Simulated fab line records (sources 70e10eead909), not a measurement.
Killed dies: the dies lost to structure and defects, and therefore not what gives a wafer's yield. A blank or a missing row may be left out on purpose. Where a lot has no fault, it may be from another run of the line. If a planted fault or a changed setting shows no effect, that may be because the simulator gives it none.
Matching of chambers    flow nand harc    NHARC_A_ZERO_WELL_DESCUM_12 on rie diel-06 has 4 sister chambers
The step chemistry O2, time 3 s. 22 wafers are shown with their chamber, then 11 later ones without.

## WAFERS PAIRED WITH THEIR CHAMBERS
wafer   chamber  drypump motor current A (A)  oes product au (a.u.)  rf vpp V (V)
L079.1  3        5.8                          0.995                  57.3
L079.4  1        6.4                          1.005                  58.2
L079.6  2        5.0                          1.020                  57.2
L078.3  2        5.0                          1.016                  57.0
L078.4  3        5.8                          0.991                  56.0
L078.5  1        6.4                          1.015                  57.7
L081.2  2        5.0                          1.002                  57.0
L081.3  3        5.8                          0.997                  58.0
L081.4  0        5.3                          1.006                  57.7
L082.2  2        5.0                          1.021                  56.6
L082.3  1        6.4                          1.013                  58.9
L082.5  1        6.4                          1.008                  57.4
L085.2  1        6.4                          1.001                  58.4
L085.3  2        5.1                          1.022                  58.3
L085.6  2        5.0                          1.015                  57.2
L086.1  1        6.4                          0.995                  58.5
L086.5  1        6.4                          0.996                  59.0
L086.6  2        5.0                          1.014                  57.0
L089.1  1        6.4                          0.994                  58.0
L089.3  0        5.4                          1.019                  58.3
L089.6  3        5.8                          0.991                  58.0
L090.1  2        5.0                          1.019                  55.9

SIGNATURES, as means of the wafers listed above
reading                  chamber 0  chamber 1  chamber 2  chamber 3  scatter within a chamber
drypump motor current A  5.350      6.400      5.013      5.800      0.0276
oes product au           1.01250    1.00337    1.01612    0.99350    0.00695
rf vpp V                 58.000     58.263     57.025     57.325     0.673
Rule: for each reading, subtract the chamber's mean from the wafer's reading, divide by that reading's scatter and square the result; add these up over the readings and take the root, which gives the wafer's distance from the chamber. The wafer belongs to the nearest chamber; if the next one is less than 2 further off, it can't be placed. The scatter: the root of (the sum of the squares of (reading less its chamber's mean) over the shown wafers, divided by (wafers less chambers)).

## WAFERS MISSING THEIR CHAMBER
wafer   drypump motor current A (A)  oes product au (a.u.)  rf vpp V (V)
L090.2  5.4                          1.012                  55.9
L090.6  6.4                          0.996                  59.1
L091.1  5.3                          1.008                  57.1
L091.3  5.1                          1.003                  57.5
L091.4  6.4                          0.995                  58.4
L096.3  6.4                          1.005                  59.0
L096.5  5.8                          1.012                  58.3
L096.6  5.0                          1.013                  57.4
L097.1  5.3                          1.007                  58.6
L097.5  5.0                          1.012                  59.2
L097.6  6.4                          0.996                  60.4

## CHAMBER TAKEN BY EACH
wafer   from the rows above  in truth
L090.2  0                    0
L090.6  1                    1
L091.1  0                    0
L091.3  2                    2
L091.4  1                    1
L096.3  1                    1
L096.5  3                    3
L096.6  2                    2
L097.1  0                    0
L097.5  2                    2
L097.6  1                    1
11 of 11 placed correctly. Not placeable from these rows: 0. Number placed wrongly: 0.
